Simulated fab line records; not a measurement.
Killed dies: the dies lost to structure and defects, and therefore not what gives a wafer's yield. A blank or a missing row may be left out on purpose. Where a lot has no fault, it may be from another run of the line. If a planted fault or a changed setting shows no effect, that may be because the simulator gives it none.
Which tool did it? :: flow n5Finfet :: 9 lots, 24 wafers sampled, at 5 steps of a route of 1938

## WHAT THE GAUGES READ, wafer by wafer
N5_BEOL_M4_RC_MEAS_101. Usual: COMB_M3 6.1e-11 S/m, standard deviation 1.3e-11; COMB_M3_max_site 8.6e-11 S/m, standard deviation 2e-11; DIBL_N 36.5 mV/V, standard deviation 1.7; DIBL_P 36.3 mV/V, standard deviation 2.1; IOFF_N 0.16 nA/um, standard deviation 0.036; IOFF_P 0.21 nA/um, standard deviation 0.037; ION_N 676 uA/um, standard deviation 12; ION_P 462 uA/um, standard deviation 7.6; SS_N 71.5 mV/dec, standard deviation 0.68; SS_P 73.3 mV/dec, standard deviation 0.63; VT_N 249 mV, standard deviation 3.5; VT_P -250 mV, standard deviation 3.5.
lot: L475
measured: day 8 21:51
on: prober-02
COMB_M3 (S/m): 6e-11 1.1e-10 5.7e-11
COMB_M3_max_site (S/m): 7.2e-11 1.46e-10 7.7e-11
DIBL_N (mV/V): 38.8 37.0 37.7
DIBL_P (mV/V): 38.2 35.9 37.0
IOFF_N (nA/um): 0.23 0.18 0.20
IOFF_P (nA/um): 0.28 0.24 0.26
ION_N (uA/um): 697 688 693
ION_P (uA/um): 472 469 472
SS_N (mV/dec): 71.3 71.5 71.6
SS_P (mV/dec): 74.5 73.4 74.2
VT_N (mV): 248 247 247
VT_P (mV): -245 -248 -246
flag: 

lot: L478
measured: day 9 14:08
on: prober-02
COMB_M3 (S/m): 6.2e-11 5e-11 5.9e-11
COMB_M3_max_site (S/m): 1.03e-10 7.9e-11 7.3e-11
DIBL_N (mV/V): 37.0 35.8 35.7
DIBL_P (mV/V): 35.0 32.9 33.9
IOFF_N (nA/um): 0.14 0.12 0.13
IOFF_P (nA/um): 0.20 0.17 0.19
ION_N (uA/um): 672 664 659
ION_P (uA/um): 461 459 460
SS_N (mV/dec): 71.3 71.0 70.6
SS_P (mV/dec): 72.7 72.8 72.7
VT_N (mV): 253 257 252
VT_P (mV): -249 -251 -251
flag: 

lot: L480
measured: day 10 12:07
on: prober-01
COMB_M3 (S/m): 6.8e-11 4.9e-11 7.7e-11
COMB_M3_max_site (S/m): 9.9e-11 6.4e-11 9.3e-11
DIBL_N (mV/V): 32.2 34.2 36.4
DIBL_P (mV/V): 31.4 33.7 36.5
IOFF_N (nA/um): 0.11 0.13 0.17
IOFF_P (nA/um): 0.16 0.19 0.23
ION_N (uA/um): 670 657 683
ION_P (uA/um): 459 451 465
SS_N (mV/dec): 69.9 69.8 71.2
SS_P (mV/dec): 72.1 73.2 74.2
VT_N (mV): 254 250 249
VT_P (mV): -251 -253 -249
flag: 

lot: L484
measured: day 11 11:20
on: prober-01
COMB_M3 (S/m): 1.74e-10 5.1e-11
COMB_M3_max_site (S/m): 2e-10 6.5e-11
DIBL_N (mV/V): 34.2 36.2
DIBL_P (mV/V): 35.5 37.2
IOFF_N (nA/um): 0.12 0.15
IOFF_P (nA/um): 0.17 0.19
ION_N (uA/um): 664 677
ION_P (uA/um): 455 457
SS_N (mV/dec): 70.5 70.7
SS_P (mV/dec): 73.1 73.5
VT_N (mV): 252 249
VT_P (mV): -254 -250
flag: OFF

lot: L485
measured: day 11 14:52
on: prober-02
COMB_M3 (S/m): 1.8e-10 6.4e-11
COMB_M3_max_site (S/m): 3.21e-10 9.3e-11
DIBL_N (mV/V): 36.1 36.0
DIBL_P (mV/V): 35.1 34.6
IOFF_N (nA/um): 0.16 0.15
IOFF_P (nA/um): 0.25 0.23
ION_N (uA/um): 675 673
ION_P (uA/um): 479 475
SS_N (mV/dec): 70.8 71.7
SS_P (mV/dec): 73.5 72.5
VT_N (mV): 247 247
VT_P (mV): -244 -249
flag: OFF

lot: L489
measured: day 11 16:50
on: prober-01
COMB_M3 (S/m): 6.1e-11 2.35e-10
COMB_M3_max_site (S/m): 7.1e-11 3.43e-10
DIBL_N (mV/V): 37.6 35.3
DIBL_P (mV/V): 38.6 35.9
IOFF_N (nA/um): 0.18 0.13
IOFF_P (nA/um): 0.22 0.19
ION_N (uA/um): 681 667
ION_P (uA/um): 467 459
SS_N (mV/dec): 72.4 71.0
SS_P (mV/dec): 73.6 73.3
VT_N (mV): 248 253
VT_P (mV): -250 -251
flag: OFF

lot: L488
measured: day 11 19:54
on: prober-01
COMB_M3 (S/m): 6.1e-11 4.3e-11 5.3e-11
COMB_M3_max_site (S/m): 7.5e-11 5.5e-11 6.1e-11
DIBL_N (mV/V): 36.5 33.6 35.1
DIBL_P (mV/V): 37.1 34.0 36.0
IOFF_N (nA/um): 0.16 0.13 0.14
IOFF_P (nA/um): 0.22 0.18 0.21
ION_N (uA/um): 674 667 667
ION_P (uA/um): 461 460 461
SS_N (mV/dec): 71.1 70.8 71.1
SS_P (mV/dec): 73.9 73.0 73.9
VT_N (mV): 252 252 253
VT_P (mV): -251 -254 -249
flag: 

lot: L492
measured: day 13 01:03
on: prober-02
COMB_M3 (S/m): 6.7e-11 5.3e-11 5.7e-11
COMB_M3_max_site (S/m): 8e-11 6.7e-11 1.04e-10
DIBL_N (mV/V): 37.4 36.9 37.0
DIBL_P (mV/V): 38.3 37.2 37.3
IOFF_N (nA/um): 0.16 0.16 0.16
IOFF_P (nA/um): 0.22 0.21 0.21
ION_N (uA/um): 676 682 667
ION_P (uA/um): 461 461 463
SS_N (mV/dec): 71.4 70.6 71.3
SS_P (mV/dec): 74.0 73.2 72.6
VT_N (mV): 251 250 250
VT_P (mV): -249 -251 -248
flag: 

lot: L494
measured: day 13 22:52
on: prober-02
COMB_M3 (S/m): 4.8e-11 4e-11 4.6e-11
COMB_M3_max_site (S/m): 9e-11 5.3e-11 6e-11
DIBL_N (mV/V): 38.3 36.6 35.1
DIBL_P (mV/V): 38.7 36.7 35.0
IOFF_N (nA/um): 0.19 0.14 0.14
IOFF_P (nA/um): 0.25 0.23 0.20
ION_N (uA/um): 673 654 668
ION_P (uA/um): 469 459 462
SS_N (mV/dec): 72.7 71.7 71.7
SS_P (mV/dec): 73.5 73.3 73.1
VT_N (mV): 246 253 250
VT_P (mV): -248 -248 -249
flag: 

## EACH LOT AND THE TOOL THAT RAN IT (in order: tool; ch and the chambers of the sampled wafers; start)
lot: L475
N5_BEOL_M3_ALD_98: aldSin-01 ch 0,1,2, day 8 03:36
N5_BEOL_M3_ALD_84: aldMetal-02 ch 0,1,2, day 8 06:37
N5_BEOL_M3_SPUTTER_79: pvdSputter-02, day 8 07:46
N5_BEOL_M3_SPUTTER_81: pvdSputter-02, day 8 07:59

lot: L478
N5_BEOL_M3_ALD_98: aldSin-02 ch 0,1,2, day 8 17:36
N5_BEOL_M3_ALD_84: aldMetal-03 ch 0,2, day 8 22:20
N5_BEOL_M3_SPUTTER_79: pvdSputter-02, day 9 00:04
N5_BEOL_M3_SPUTTER_81: pvdSputter-02, day 9 00:17

lot: L480
N5_BEOL_M3_ALD_98: aldSin-02 ch 1,2,3, day 9 07:38
N5_BEOL_M3_ALD_84: aldMetal-03 ch 0,3, day 9 14:55
N5_BEOL_M3_SPUTTER_79: pvdSputter-02, day 9 17:14
N5_BEOL_M3_SPUTTER_81: pvdSputter-02, day 9 17:28

lot: L484
N5_BEOL_M3_ALD_98: aldSin-01 ch 2, day 10 12:46
N5_BEOL_M3_ALD_84: aldMetal-03 ch 3, day 10 14:44
N5_BEOL_M3_SPUTTER_79: pvdSputter-01, day 10 15:39
N5_BEOL_M3_SPUTTER_81: pvdSputter-01, day 10 15:52

lot: L485
N5_BEOL_M3_ALD_98: aldSin-04 ch 3, day 10 13:12
N5_BEOL_M3_ALD_84: aldMetal-03 ch 1,3, day 10 22:40
N5_BEOL_M3_SPUTTER_79: pvdSputter-03, day 11 01:21
N5_BEOL_M3_SPUTTER_81: pvdSputter-03, day 11 01:34

lot: L489
N5_BEOL_M3_ALD_98: aldSin-04 ch 2,3, day 10 23:32
N5_BEOL_M3_ALD_84: aldMetal-03 ch 2,3, day 11 02:57
N5_BEOL_M3_SPUTTER_79: pvdSputter-01, day 11 03:49
N5_BEOL_M3_SPUTTER_81: pvdSputter-01, day 11 04:02

lot: L488
N5_BEOL_M3_ALD_98: aldSin-02 ch 1,2,3, day 11 03:41
N5_BEOL_M3_ALD_84: aldMetal-04 ch 0,1,3, day 11 06:04
N5_BEOL_M3_SPUTTER_79: pvdSputter-03, day 11 06:47
N5_BEOL_M3_SPUTTER_81: pvdSputter-03, day 11 07:01

lot: L492
N5_BEOL_M3_ALD_98: aldSin-02 ch 0,2,3, day 11 20:16
N5_BEOL_M3_ALD_84: aldMetal-04 ch 0,1,2, day 12 11:40
N5_BEOL_M3_SPUTTER_79: pvdSputter-01, day 12 12:49
N5_BEOL_M3_SPUTTER_81: pvdSputter-01, day 12 13:02

lot: L494
N5_BEOL_M3_ALD_98: aldSin-04 ch 0,1,3, day 13 04:35
N5_BEOL_M3_ALD_84: aldMetal-02 ch 1,2,3, day 13 10:41
N5_BEOL_M3_SPUTTER_79: pvdSputter-02, day 13 11:34
N5_BEOL_M3_SPUTTER_81: pvdSputter-02, day 13 11:47
- N5_BEOL_M3_ALD_98: deposits SiO2, target thk 2.5 nm, pulse time 1 s, co reactant pulse time 1 s.
- N5_BEOL_M3_ALD_84: deposits TaN, pulse time 2 s, purge time 3 s, co reactant purge time 2 s.
- N5_BEOL_M3_SPUTTER_79: material Cu, target thk 4.5 nm, time 8.29 s.
- N5_BEOL_M3_SPUTTER_81: material Cu, target thk 4.5 nm, time 8.29 s.

## AS READ BY THE TOOLS THEMSELVES (means over the sampled wafers that have a number; for cases with no such wafer, the mark the record gives instead)
N5_BEOL_M3_ALD_98. Usual: chamberPressureTorr 2.000 Torr, standard deviation 0.0041; heaterPowerW 81 W, standard deviation 6.2; precursorPulseHeightRel 0.997, standard deviation 0.019.
lot: L475
tool: aldSin-01
chamberPressureTorr (Torr): 2.005
heaterPowerW (W): 76
precursorPulseHeightRel: 1.009
flag: 

lot: L478
tool: aldSin-02
chamberPressureTorr (Torr): 1.998
heaterPowerW (W): 85
precursorPulseHeightRel: 1.008
flag: 

lot: L480
tool: aldSin-02
chamberPressureTorr (Torr): 2.001
heaterPowerW (W): 81
precursorPulseHeightRel: 0.988
flag: 

lot: L484
tool: aldSin-01
chamberPressureTorr (Torr): 1.997
heaterPowerW (W): 72
precursorPulseHeightRel: 0.992
flag: 

lot: L485
tool: aldSin-04
chamberPressureTorr (Torr): 2.002
heaterPowerW (W): 73
precursorPulseHeightRel: 0.994
flag: 

lot: L489
tool: aldSin-04
chamberPressureTorr (Torr): 2.002
heaterPowerW (W): 80
precursorPulseHeightRel: 1.017
flag: 

lot: L488
tool: aldSin-02
chamberPressureTorr (Torr): 1.998
heaterPowerW (W): 80
precursorPulseHeightRel: 0.971
flag: 

lot: L492
tool: aldSin-02
chamberPressureTorr (Torr): 2.002
heaterPowerW (W): 85
precursorPulseHeightRel: 1.013
flag: 

lot: L494
tool: aldSin-04
chamberPressureTorr (Torr): 2.000
heaterPowerW (W): 78
precursorPulseHeightRel: 1.003
flag: 

N5_BEOL_M3_ALD_84. Usual: chamberPressureTorr 3.000 Torr, standard deviation 0.0063; heaterPowerW 413 W, standard deviation 50.
lot: L475
tool: aldMetal-02
chamberPressureTorr (Torr): 3.003
heaterPowerW (W): 429
flag: 

lot: L478
tool: aldMetal-03
chamberPressureTorr (Torr): 3.001
heaterPowerW (W): 379
flag: 

lot: L480
tool: aldMetal-03
chamberPressureTorr (Torr): 3.000
heaterPowerW (W): 429
flag: 

lot: L484
tool: aldMetal-03
chamberPressureTorr (Torr): 3.000
heaterPowerW (W): 450
flag: 

lot: L485
tool: aldMetal-03
chamberPressureTorr (Torr): 3.003
heaterPowerW (W): 426
flag: 

lot: L489
tool: aldMetal-03
chamberPressureTorr (Torr): 2.998
heaterPowerW (W): 382
flag: 

lot: L488
tool: aldMetal-04
chamberPressureTorr (Torr): 2.994
heaterPowerW (W): 429
flag: 

lot: L492
tool: aldMetal-04
chamberPressureTorr (Torr): 2.997
heaterPowerW (W): 436
flag: 

lot: L494
tool: aldMetal-02
chamberPressureTorr (Torr): 2.993
heaterPowerW (W): 396
flag: 

N5_BEOL_M3_SPUTTER_79. Usual: chamberPressurePa 0.07 Pa, standard deviation 0.00015; chuckSensorTempC -16.0 C, standard deviation 0.5; throttleValvePct 30.1 %, standard deviation 0.65.
lot: L475
tool: pvdSputter-02
chamberPressurePa (Pa): 0.07
chuckSensorTempC (C): -16.1
throttleValvePct (%): 30.4
flag: 

lot: L478
tool: pvdSputter-02
chamberPressurePa (Pa): 0.07
chuckSensorTempC (C): -16.0
throttleValvePct (%): 30.1
flag: 

lot: L480
tool: pvdSputter-02
chamberPressurePa (Pa): 0.07
chuckSensorTempC (C): -16.1
throttleValvePct (%): 30.3
flag: 

lot: L484
tool: pvdSputter-01
chamberPressurePa (Pa): 0.07
chuckSensorTempC (C): -16.3
throttleValvePct (%): 30.6
flag: 

lot: L485
tool: pvdSputter-03
chamberPressurePa (Pa): 0.07
chuckSensorTempC (C): -15.7
throttleValvePct (%): 28.8
flag: 

lot: L489
tool: pvdSputter-01
chamberPressurePa (Pa): 0.07
chuckSensorTempC (C): -15.8
throttleValvePct (%): 30.0
flag: 

lot: L488
tool: pvdSputter-03
chamberPressurePa (Pa): 0.07
chuckSensorTempC (C): -16.1
throttleValvePct (%): 29.5
flag: 

lot: L492
tool: pvdSputter-01
chamberPressurePa (Pa): 0.07
chuckSensorTempC (C): -16.4
throttleValvePct (%): 29.9
flag: 

lot: L494
tool: pvdSputter-02
chamberPressurePa (Pa): 0.07
chuckSensorTempC (C): -16.4
throttleValvePct (%): 29.5
flag: 

N5_BEOL_M3_SPUTTER_81. Usual: chamberPressurePa 0.07 Pa, standard deviation 0.00014; chuckSensorTempC -16.0 C, standard deviation 0.51; throttleValvePct 30.1 %, standard deviation 0.63.
lot: L475
tool: pvdSputter-02
chamberPressurePa (Pa): 0.07
chuckSensorTempC (C): -16.1
throttleValvePct (%): 30.4
flag: 

lot: L478
tool: pvdSputter-02
chamberPressurePa (Pa): 0.07
chuckSensorTempC (C): -16.0
throttleValvePct (%): 30.0
flag: 

lot: L480
tool: pvdSputter-02
chamberPressurePa (Pa): 0.07
chuckSensorTempC (C): -16.1
throttleValvePct (%): 30.5
flag: 

lot: L484
tool: pvdSputter-01
chamberPressurePa (Pa): 0.07
chuckSensorTempC (C): -16.4
throttleValvePct (%): 30.4
flag: 

lot: L485
tool: pvdSputter-03
chamberPressurePa (Pa): 0.07
chuckSensorTempC (C): -15.7
throttleValvePct (%): 28.8
flag: 

lot: L489
tool: pvdSputter-01
chamberPressurePa (Pa): 0.07
chuckSensorTempC (C): -16.0
throttleValvePct (%): 30.1
flag: 

lot: L488
tool: pvdSputter-03
chamberPressurePa (Pa): 0.07
chuckSensorTempC (C): -16.1
throttleValvePct (%): 29.5
flag: 

lot: L492
tool: pvdSputter-01
chamberPressurePa (Pa): 0.07
chuckSensorTempC (C): -16.3
throttleValvePct (%): 30.0
flag: 

lot: L494
tool: pvdSputter-02
chamberPressurePa (Pa): 0.07
chuckSensorTempC (C): -16.4
throttleValvePct (%): 29.4
flag: 

## THE ANSWER, worked out from the rows above alone
Rule: a lot counts as off when the mean over its wafers that have a number is more than 3 standard deviations away from the usual mean. Also off: a lot with no number at a reading for which 4 or more lots have one. Where the step has rows for the other lots, those lots are counted as sound. First the gauges in route order, then the tools' own readings, where a lot's mean is used as printed above. At the first step where some lot is off, the reading lying furthest off is the one used; lots without a number count as furthest.
Off: at N5_BEOL_M4_RC_MEAS_101 (COMB_M3), L484, L485, L489.
If a tool, at a process step before that reading, ran all the lots that are off and no sound lot after the first of them, it fits. Gauges at N5_BEOL_M4_RC_MEAS_101: tried the same way as those tools. One candidate fits, namely aldMetal-03 at N5_BEOL_M3_ALD_84. A fault onset in the window from L480 (day 9 14:55, its last sound lot) to L484 (day 10 14:44, its first lot off) fits.

## WHAT THE SIMULATOR PUT IN
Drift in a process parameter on aldMetal-03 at N5_BEOL_M3_ALD_84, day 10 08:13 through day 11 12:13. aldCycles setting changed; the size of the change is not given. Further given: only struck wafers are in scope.
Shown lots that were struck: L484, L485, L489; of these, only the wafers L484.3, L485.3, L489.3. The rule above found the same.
